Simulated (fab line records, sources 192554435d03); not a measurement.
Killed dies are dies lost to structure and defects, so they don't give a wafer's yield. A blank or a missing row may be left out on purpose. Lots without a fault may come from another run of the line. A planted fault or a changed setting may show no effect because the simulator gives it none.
fab line records | flow n5_finfet | part 1 of 2: steps 1 to 18 of 29
record lots=5 wafers=15 last_day=17
route steps=1938 shown BEOL_M11@1573
lots that met no fault: from a run of the same line without faults
start_h: hours from the record's first day to the start of the lot's first wafer shown | wait_h: hours since the lot's step before | " the same as in the row above | L1.1+2: a row that stands for several wafers | - no value, or no start given | * or withheld: withheld | < > ~ a bound
route shown NAME@n: a module of which the file shows steps, and the number in the route of the first | usual: mean/standard deviation of fault-free wafers | same: alike in all rows | chamber/n: place in a boat | sites: the reading at each site | _std_site: their standard deviation | _edge_site: outer sites' mean less inner sites' | radius_mm: how far each site lies from the wafer's centre | mask NAME#n: copy n | behind: the tool/chamber that last shaped the wafer | hold: why the lot was held/for how many hours/how that ended | device: the transistor (n, p or np) that didn't switch | end of line: the same wafers' tests at the end of the route | a step without rows: its recipe alone | killed: dies lost to structure and defects at the first sort, not the wafer's yield | map: a wafer's dies, x killed, . not, _ none there
set.NAME: the setting as run; set.NAME@STEP: as run at that earlier step | model.NAME: the simulator's own value behind a step, which no gauge read
lots at some steps of the route; a table a step, a row a wafer
services: from which hour (start_h, from the record's first day; less than 0 if before it) a tool's chamber was out of use, for how many hours, and why
## steps
# step N5_BEOL_M11_ETCH_66
# recipe chemistry=N2/H2 target=SOC target_depth_a=1200 overetch_a=240 mask_material=SiARC temp_c=40 time_s=180 ion_energy_ev=200 pressure_mtorr=30 source_w=840 bias_w=150 n2_flow_sccm=200 h2_flow_sccm=200
# usual chamber_pressure_mTorr=29.998/0.026 drypump_motor_current_A=5.9/0.46 oes_product_au=0.66/0.059 rf_vpp_V=523.8/2.3 showerhead_plenum_p_Torr=2.54/0.08 throttle_valve_pct=17.7/0.33
# columns lot.wafer tool chamber start_h wait_h chamber_pressure_mTorr drypump_motor_current_A oes_product_au rf_hours_counter_h rf_vpp_V showerhead_plenum_p_Torr throttle_valve_pct
L088.1 rie_diel-03 3 320.24 0.0 30.023 5.7 0.77 3 525.9 2.61 17.7
L088.3 " 1 " " 30.042 5.7 0.58 218 519.0 2.38 17.9
L088.4 " 0 " " 29.968 6.2 0.72 44 522.9 2.49 17.5
L090.2 rie_diel-02 3 333.49 0.0 29.999 5.3 0.64 100 521.7 2.46 17.6
L090.4 " 2 " " 29.979 6.1 0.70 43 522.1 2.51 18.1
L090.6 " 2 " " 30.003 6.1 0.70 - 523.3 2.51 18.2
L091.1 rie_diel-06 2 333.99 0.0 30.032 5.4 0.59 208 522.0 2.53 18.3
L091.3 " 3 " " 29.989 5.4 0.66 82 528.8 2.67 17.5
L091.5 " 0 " " 30.006 6.0 0.63 - 522.7 2.57 18.1
L097.1 rie_diel-02 0 370.03 0.0 30.001 6.3 0.72 15 525.5 2.57 17.1
L097.2 " 1 " " 29.978 6.6 0.61 151 523.5 2.54 17.7
L097.4 " 2 " " 30.055 6.1 0.70 56 521.1 2.51 18.2
L096.1 rie_diel-03 2 370.27 0.0 30.010 6.6 0.68 71 524.6 2.55 17.4
L096.3 " 3 " " 30.006 5.7 0.73 17 526.4 2.60 17.7
L096.5 " 0 " " 30.000 6.2 0.70 - 522.8 2.48 17.5
# step N5_BEOL_M11_STRIP_69
# recipe chemistry=N2/H2 temp_c=40 n2_flow_sccm=200 h2_flow_sccm=200 rf_frequency_hz=6e+07
# columns lot.wafer tool chamber start_h wait_h
L088.1+3+4 rie_diel-03 3,1,0 320.35 0.1
L090.2+4+6 rie_diel-02 3,2,2 333.60 0.1
L091.1+3+5 rie_diel-06 2,3,0 334.10 0.1
L097.1+2+4 rie_diel-02 0,1,2 370.14 0.1
L096.1+3+5 rie_diel-03 2,3,0 370.39 0.1
# step N5_BEOL_M11_VIA_ETCH_34
# recipe chemistry=C4F6/O2 target=SiCOH_lowk target_depth_a=1845 mask_material=SOC taper_deg=4 time_s=69.2 ion_energy_ev=250 pressure_mtorr=30 source_w=345 bias_w=185 Ar_flow_sccm=300 C4F6_flow_sccm=10 O2_flow_sccm=10
# usual chamber_pressure_mTorr=30.005/0.027 drypump_motor_current_A=5.9/0.46 oes_product_au=0.82/0.08 rf_vpp_V=676/19 showerhead_plenum_p_Torr=2.84/0.089 throttle_valve_pct=20.84/0.28
# columns lot.wafer tool chamber start_h wait_h chamber_pressure_mTorr drypump_motor_current_A oes_product_au rf_hours_counter_h rf_vpp_V showerhead_plenum_p_Torr throttle_valve_pct
L088.1 rie_diel-03 3 320.36 0.0 30.028 5.7 0.95 3 674 2.91 20.75
L088.3 " 1 " " 29.977 5.7 0.72 219 648 2.70 21.24
L088.4 " 0 " " 29.978 6.2 0.89 44 687 2.76 20.33
L090.2 rie_diel-02 3 333.61 0.0 29.994 5.3 0.78 100 643 2.76 20.77
L090.4 " 2 " " 30.020 6.1 0.87 43 681 2.79 20.94
L090.6 " 2 " " 29.978 6.1 0.86 - 680 2.79 20.93
L091.1 rie_diel-06 2 334.11 0.0 29.988 5.3 0.70 208 696 2.80 21.17
L091.3 " 3 " " 30.013 5.4 0.82 82 682 3.00 20.74
L091.5 " 0 " " 30.054 6.0 0.78 - 653 2.87 21.22
L097.1 rie_diel-02 0 370.15 0.0 29.962 6.3 0.90 15 659 2.92 20.45
L097.2 " 1 " " 29.967 6.7 0.75 151 717 2.84 20.68
L097.4 " 2 " " 29.975 6.2 0.86 56 680 2.78 20.97
L096.1 rie_diel-03 2 370.40 0.0 30.012 6.6 0.85 71 689 2.88 20.75
L096.3 " 3 " " 30.017 5.7 0.90 17 673 2.90 20.78
L096.5 " 0 " " 30.029 6.2 0.87 - 687 2.75 20.35
# step N5_BEOL_M11_STRIP_73
# recipe chemistry=C4F6/O2 resist=SiARC rf_frequency_hz=6e+07
# columns lot.wafer tool chamber start_h wait_h
L088.1+3+4 rie_diel-03 3,1,0 320.41 0.0
L090.2+4+6 rie_diel-02 3,2,2 333.66 0.0
L091.1+3+5 rie_diel-06 2,3,0 334.16 0.0
L097.1+2+4 rie_diel-02 0,1,2 370.21 0.0
L096.1+3+5 rie_diel-03 2,3,0 370.45 0.0
# step N5_BEOL_M11_STRIP_36
# recipe chemistry=N2/H2 power_w=450 temp_c=40 pressure_mtorr=20 rf_frequency_hz=6e+07 overash_fraction=0.3 bias_power_w=7 h2_frac=0.5 n2_flow_sccm=200 h2_flow_sccm=200
# usual chamber_pressure_mTorr=20.00/0.04 drypump_motor_current_A=5.9/0.46 oes_product_au=0.82/0.08 rf_vpp_V=59.2/1.7 showerhead_plenum_p_Torr=2.53/0.08 throttle_valve_pct=23.4/0.42
# columns lot.wafer tool chamber start_h wait_h chamber_pressure_mTorr drypump_motor_current_A oes_product_au rf_hours_counter_h rf_vpp_V showerhead_plenum_p_Torr throttle_valve_pct
L088.1 rie_diel-03 3 320.42 0.0 20.04 5.7 0.95 3 60.4 2.60 23.5
L088.3 " 1 " " 20.06 5.7 0.72 219 59.8 2.37 23.4
L088.4 " 0 " " 19.94 6.2 0.89 44 57.4 2.49 23.4
L090.2 rie_diel-02 3 333.67 0.0 19.95 5.2 0.79 100 63.1 2.45 23.2
L090.4 " 2 " " 19.99 6.1 0.86 43 58.5 2.51 24.2
L090.6 " 2 " " 20.00 6.1 0.89 - 61.3 2.51 24.3
L091.1 rie_diel-06 2 334.17 0.0 20.01 5.3 0.70 208 55.6 2.53 24.1
L091.3 " 3 " " 19.98 5.4 0.84 82 54.7 2.66 23.1
L091.5 " 0 " " 19.97 6.0 0.78 - 60.7 2.56 23.8
L097.1 rie_diel-02 0 370.22 0.0 20.02 6.3 0.93 15 58.7 2.57 22.7
L097.2 " 1 " " 20.02 6.6 0.74 151 60.3 2.53 23.4
L097.4 " 2 " " 20.08 6.1 0.84 56 62.4 2.50 24.3
L096.1 rie_diel-03 2 370.46 0.0 20.02 6.6 0.87 71 57.5 2.55 22.9
L096.3 " 3 " " 19.98 5.8 0.90 17 57.7 2.60 23.6
L096.5 " 0 " " 19.96 6.2 0.85 - 59.7 2.48 23.4
# step N5_BEOL_M11_TRENCH_ETCH_37
# recipe chemistry=C4F6/O2 target_depth_a=1488.3 target=SiCOH_lowk time_s=48 ion_energy_ev=250 pressure_mtorr=30 source_w=345 bias_w=185 Ar_flow_sccm=300 C4F6_flow_sccm=10 O2_flow_sccm=10
# usual chamber_pressure_mTorr=30.001/0.027 drypump_motor_current_A=5.9/0.46 oes_product_au=0.82/0.079 rf_vpp_V=676/19 showerhead_plenum_p_Torr=2.84/0.089 throttle_valve_pct=20.87/0.29
# columns lot.wafer tool chamber start_h wait_h chamber_pressure_mTorr drypump_motor_current_A oes_product_au rf_hours_counter_h rf_vpp_V showerhead_plenum_p_Torr throttle_valve_pct
L088.1 rie_diel-03 3 - - 29.999 5.7 0.95 3 675 2.91 20.77
L088.3 " 1 " " 29.991 5.6 0.72 219 650 2.70 21.25
L088.4 " 0 " " 29.977 6.2 0.90 44 686 2.76 20.35
L090.2 rie_diel-02 3 - - 29.960 5.3 0.77 100 643 2.76 20.80
L090.4 " 2 " " 30.009 6.1 0.85 43 681 2.79 20.95
L090.6 " 2 " " 30.016 6.1 0.85 - 680 2.79 20.97
L091.1 rie_diel-06 2 - - 30.018 5.3 0.70 208 694 2.80 21.22
L091.3 " 3 " " 30.021 5.4 0.82 82 681 3.00 20.78
L091.5 " 0 " " 29.984 6.1 0.80 - 655 2.87 21.23
L097.1 rie_diel-02 0 - - 30.027 6.3 0.89 15 659 2.92 20.46
L097.2 " 1 " " 29.988 6.6 0.75 151 717 2.84 20.71
L097.4 " 2 " " 29.978 6.1 0.85 56 678 2.78 20.99
L096.1 rie_diel-03 2 - - 30.081 6.6 0.84 71 690 2.88 20.76
L096.3 " 3 " " 30.009 5.7 0.90 17 674 2.90 20.78
L096.5 " 0 " " 30.008 6.2 0.86 - 686 2.75 20.38
# step N5_BEOL_M11_ETCH_41
# recipe chemistry=CH3F/O2 target=SiCN target_depth_a=426 taper_deg=2 time_s=86 ion_energy_ev=120 mask_material=TiN pressure_mtorr=30 source_w=395 bias_w=75 Ar_flow_sccm=150 CH3F_flow_sccm=30 O2_flow_sccm=20
# usual chamber_pressure_mTorr=30.004/0.028 drypump_motor_current_A=5.9/0.46 oes_product_au=0.82/0.079 rf_vpp_V=297.4/1.4 showerhead_plenum_p_Torr=2.00/0.065 throttle_valve_pct=16.26/0.28
# columns lot.wafer tool chamber start_h wait_h chamber_pressure_mTorr drypump_motor_current_A oes_product_au rf_hours_counter_h rf_vpp_V showerhead_plenum_p_Torr throttle_valve_pct
L088.1 rie_diel-03 3 - - 30.014 5.7 0.95 3 298.8 2.05 16.13
L088.3 " 1 " " 30.006 5.6 0.71 219 294.7 1.89 16.66
L088.4 " 0 " " 30.009 6.2 0.89 44 296.0 1.94 15.78
L090.2 rie_diel-02 3 - - 30.033 5.3 0.78 100 296.8 1.94 16.19
L090.4 " 2 " " 29.960 6.1 0.86 43 296.6 1.96 16.29
L090.6 " 2 " " 29.964 6.1 0.86 - 295.4 1.96 16.29
L091.1 rie_diel-06 2 - - 30.019 5.4 0.70 208 298.0 1.97 16.66
L091.3 " 3 " " 29.995 5.4 0.82 82 299.2 2.11 16.15
L091.5 " 0 " " 30.015 6.1 0.80 - 297.1 2.02 16.57
L097.1 rie_diel-02 0 - - 29.984 6.3 0.90 15 298.7 2.05 15.82
L097.2 " 1 " " 30.000 6.6 0.75 151 296.3 2.00 16.17
L097.4 " 2 " " 30.013 6.1 0.85 56 296.2 1.95 16.32
L096.1 rie_diel-03 2 - - 29.972 6.6 0.84 71 298.2 2.03 16.18
L096.3 " 3 " " 29.998 5.7 0.89 17 297.8 2.04 16.15
L096.5 " 0 " " 30.012 6.2 0.86 - 296.0 1.93 15.81
# step N5_BEOL_M11_STRIP_77
# recipe chemistry=N2/H2 time_s=10 power_w=450 temp_c=40 pressure_mtorr=20 rf_frequency_hz=6e+07 bias_power_w=7 n2_flow_sccm=200 h2_flow_sccm=200
# usual chamber_pressure_mTorr=19.999/0.021 drypump_motor_current_A=5.9/0.46 oes_product_au=0.82/0.08 rf_vpp_V=59.3/0.88 showerhead_plenum_p_Torr=2.53/0.08 throttle_valve_pct=23.4/0.42
# columns lot.wafer tool chamber start_h wait_h chamber_pressure_mTorr drypump_motor_current_A oes_product_au rf_hours_counter_h rf_vpp_V showerhead_plenum_p_Torr throttle_valve_pct
L088.1 rie_diel-03 3 - - 20.007 5.7 0.97 3 59.6 2.60 23.6
L088.3 " 1 " " 19.971 5.6 0.72 219 59.5 2.37 23.5
L088.4 " 0 " " 19.991 6.2 0.90 44 58.2 2.49 23.4
L090.2 rie_diel-02 3 - - 19.997 5.3 0.79 100 58.4 2.45 23.3
L090.4 " 2 " " 20.007 6.1 0.87 43 61.1 2.51 24.3
L090.6 " 2 " " 20.013 6.2 0.87 - 58.7 2.51 24.3
L091.1 rie_diel-06 2 - - 19.984 5.4 0.72 208 60.3 2.53 24.1
L091.3 " 3 " " 20.000 5.4 0.84 82 59.0 2.66 23.1
L091.5 " 0 " " 20.021 6.1 0.79 - 59.4 2.56 23.8
L097.1 rie_diel-02 0 - - 20.028 6.3 0.91 15 58.2 2.57 22.7
L097.2 " 1 " " 19.990 6.6 0.74 151 61.2 2.54 23.4
L097.4 " 2 " " 19.969 6.1 0.85 56 59.9 2.50 24.3
L096.1 rie_diel-03 2 - - 19.985 6.6 0.86 71 58.3 2.55 22.9
L096.3 " 3 " " 19.996 5.7 0.91 17 60.4 2.60 23.6
L096.5 " 0 " " 19.890 6.2 0.88 - 58.9 2.48 23.5
# step N5_BEOL_M11_OCD_MEAS_38
# usual trench_depth_nm=148/3.7
# columns lot.wafer tool chamber start_h wait_h trench_depth_nm
L088.1 ocd-02 - 320.65 - 150
L088.3 " - " " 150
L088.4 " - " " 150
L090.2 ocd-02 - 333.90 - 146
L090.4 " - " " 143
L090.6 " - " " 144
L091.1 ocd-01 - 334.39 - 140
L091.3 " - " " 149
L091.5 " - " " 152
L097.1 ocd-01 - 370.44 - 148
L097.2 " - " " 145
L097.4 " - " " 148
L096.1 ocd-01 - 370.68 - 148
L096.3 " - " " 149
L096.5 " - " " 149
# step N5_BEOL_M11_HM_STRIP_39
# recipe chemistry=peroxide_tin_strip material=TiN target_depth_a=250 temp_c=50 time_s=158
# usual bath_heat_duty_pct=7.0/0.69
# columns lot.wafer tool chamber start_h wait_h bath_heat_duty_pct
L088.1 wet_bench-06 1 320.68 0.0 6.4
L088.3 " 6 " " 7.8
L088.4 " 0 " " 7.4
L090.2 wet_bench-06 7 333.93 0.0 7.5
L090.4 " 5 " " 6.8
L090.6 " 2 " " 6.8
L091.1 wet_bench-05 7 334.43 0.0 7.0
L091.3 " 2 " " 6.0
L091.5 " 5 " " 7.1
L097.1 wet_bench-01 5 370.47 0.0 8.0
L097.2 " 6 " " 6.7
L097.4 " 4 " " 5.6
L096.1 wet_bench-01 2 370.71 0.0 6.5
L096.3 " 3 " " 6.6
L096.5 " 5 " " 8.0
# step N5_BEOL_M11_SRD_40
# recipe time_s=30 temp_c=23 rinse_liquid=diw dry=ipa_marangoni
# usual bath_heat_duty_pct=3.6/0.47
# columns lot.wafer tool chamber start_h wait_h bath_heat_duty_pct
L088.1 wet_bench-06 1 320.77 0.0 3.2
L088.3 " 6 " " 3.6
L088.4 " 0 " " 4.1
L090.2 wet_bench-06 7 333.97 0.0 3.7
L090.4 " 5 " " 3.6
L090.6 " 2 " " 3.9
L091.1 wet_bench-05 7 334.47 0.0 3.9
L091.3 " 2 " " 3.0
L091.5 " 5 " " 3.0
L097.1 wet_bench-01 5 370.52 0.0 5.1
L097.2 " 6 " " 3.0
L097.4 " 4 " " 3.2
L096.1 wet_bench-01 2 370.76 0.0 2.4
L096.3 " 3 " " 4.5
L096.5 " 5 " " 3.4
# step N5_BEOL_M11_PRECLEAN_42
# recipe chemistry=residue_remover time_s=60 temp_c=40
# usual bath_heat_duty_pct=4.5/0.56
# columns lot.wafer tool chamber start_h wait_h bath_heat_duty_pct
L088.1 wet_bench-06 1 320.80 0.0 5.2
L088.3 " 6 " " 4.4
L088.4 " 0 " " 4.7
L090.2 wet_bench-06 7 333.99 0.0 4.3
L090.4 " 5 " " 4.3
L090.6 " 2 " " 4.5
L091.1 wet_bench-05 7 334.49 0.0 4.6
L091.3 " 2 " " 5.1
L091.5 " 5 " " 4.8
L097.1 wet_bench-01 5 370.53 0.0 5.2
L097.2 " 6 " " 4.8
L097.4 " 4 " " 4.3
L096.1 wet_bench-01 2 370.78 0.0 4.6
L096.3 " 3 " " 4.2
L096.5 " 5 " " 4.3
# step N5_BEOL_M11_SRD_43
# recipe time_s=30 temp_c=23 rinse_liquid=diw dry=ipa_marangoni
# usual bath_heat_duty_pct=3.6/0.52
# columns lot.wafer tool chamber start_h wait_h bath_heat_duty_pct
L088.1 wet_bench-06 1 320.84 0.0 3.9
L088.3 " 6 " " 3.5
L088.4 " 0 " " 3.8
L090.2 wet_bench-06 7 334.01 0.0 4.3
L090.4 " 5 " " 3.6
L090.6 " 2 " " 3.9
L091.1 wet_bench-05 7 334.51 0.0 4.1
L091.3 " 2 " " 2.6
L091.5 " 5 " " 4.1
L097.1 wet_bench-01 5 370.55 0.0 4.5
L097.2 " 6 " " 3.3
L097.4 " 4 " " 1.6
L096.1 wet_bench-01 2 370.79 0.0 4.2
L096.3 " 3 " " 3.1
L096.5 " 5 " " 3.7
# step N5_BEOL_M11_CD_MEAS_35
# recipe target_cd_nm=70 polarity=opening
# usual cd_nm=70.1/0.95
# columns lot.wafer tool chamber start_h wait_h cd_nm
L088.1 cd_sem-01 - 320.89 0.0 69.5
L088.3 " - " " 69.8
L088.4 " - " " 69.2
L090.2 cd_sem-03 - 334.05 0.0 68.8
L090.4 " - " " 69.8
L090.6 " - " " 69.5
L091.1 cd_sem-03 - 334.55 0.0 71.8
L091.3 " - " " 70.7
L091.5 " - " " 70.7
L097.1 cd_sem-02 - 370.59 0.0 70.9
L097.2 " - " " 70.4
L097.4 " - " " 70.7
L096.1 cd_sem-01 - 370.83 0.0 70.6
L096.3 " - " " 70.1
L096.5 " - " " 70.9
# step N5_BEOL_M11_CURE_72
# recipe temp_c=370 time_s=120 ambient=DMADMS/He material=SiCOH_lowk
# usual lamp_power_pct=52.31/0.054 wafer_temp_C_max=371.6/0.56
# columns lot.wafer tool chamber start_h wait_h lamp_power_pct wafer_temp_C_max
L088.1 uv_cure-01 2 320.94 0.0 52.29 371.7
L088.3 " 2 " " 52.30 372.3
L088.4 " 2 " " 52.40 371.7
L090.2 uv_cure-03 1 334.14 0.1 52.33 372.8
L090.4 " 1 " " 52.33 372.0
L090.6 " 1 " " 52.15 371.5
L091.1 uv_cure-03 0 334.59 0.0 52.38 371.1
L091.3 " 0 " " 52.28 371.4
L091.5 " 0 " " 52.35 372.0
L097.1 uv_cure-01 0 370.64 0.0 52.32 371.6
L097.2 " 0 " " 52.27 373.5
L097.4 " 0 " " 52.38 372.1
L096.1 uv_cure-03 0 370.87 0.0 52.33 371.5
L096.3 " 0 " " 52.38 371.5
L096.5 " 0 " " 52.34 371.7
# step N5_BEOL_M11_DEGAS_44
# recipe ambient=vacuum temp_c=250 time_s=60
# usual heater_power_w=320/23
# columns lot.wafer tool chamber start_h wait_h heater_power_w
L088.1 pvd_sputter-02 - 321.30 0.3 369
L088.3 " - " " 347
L088.4 " - " " 306
L090.2 pvd_sputter-03 - 334.55 0.4 313
L090.4 " - " " 322
L090.6 " - " " 284
L091.1 pvd_sputter-03 - 334.91 0.3 300
L091.3 " - " " 317
L091.5 " - " " 324
L097.1 pvd_sputter-02 - 371.07 0.4 308
L097.2 " - " " 311
L097.4 " - " " 360
L096.1 pvd_sputter-02 - 371.23 0.3 310
L096.3 " - " " 303
L096.5 " - " " 300
# step N5_BEOL_M11_PRE_CLEAN_45
# recipe gas=H2/He time_s=30 temp_c=250
# usual heater_power_w=320/22
# columns lot.wafer tool chamber start_h wait_h heater_power_w
L088.1 pvd_sputter-02 - 321.34 0.0 370
L088.3 " - " " 347
L088.4 " - " " 304
L090.2 pvd_sputter-03 - 334.59 0.0 311
L090.4 " - " " 323
L090.6 " - " " 291
L091.1 pvd_sputter-03 - 334.95 0.0 304
L091.3 " - " " 320
L091.5 " - " " 325
L097.1 pvd_sputter-02 - 371.11 0.0 304
L097.2 " - " " 315
L097.4 " - " " 347
L096.1 pvd_sputter-02 - 371.27 0.0 304
L096.3 " - " " 309
L096.5 " - " " 304
# step N5_BEOL_M11_ALD_74
# recipe material=TaN target_thk_a=20 temp_c=275 ald_precursor_family=PDMAT ald_co_reactant=NH3 pressure_torr=3 carrier_flow_sccm=1500 pulse_time_s=2 purge_time_s=3 co_reactant_purge_time_s=2 co_reactant_pulse_time_s=3 ald_cycles=40 precursor_vessel_temp_c=75 precursor_vessel_pressure_torr=26.25 precursor_vessel_carrier_sccm=1000
# usual heater_power_w=449/52
# columns lot.wafer tool chamber start_h wait_h heater_power_w
L088.1 ald_metal-02 2 321.42 0.1 365
L088.3 " 0 " " 483
L088.4 " 0 " " 475
L090.2 ald_metal-04 1 334.73 0.1 439
L090.4 " 3 " " 405
L090.6 " 1 " " 444
L091.1 ald_metal-01 0 335.01 0.0 354
L091.3 " 3 " " 339
L091.5 " 2 " " 402
L097.1 ald_metal-04 0 371.17 0.0 474
L097.2 " 2 " " 500
L097.4 " 3 " " 403
L096.1 ald_metal-02 2 371.41 0.1 379
L096.3 " 3 " " 503
L096.5 " 0 " " 471
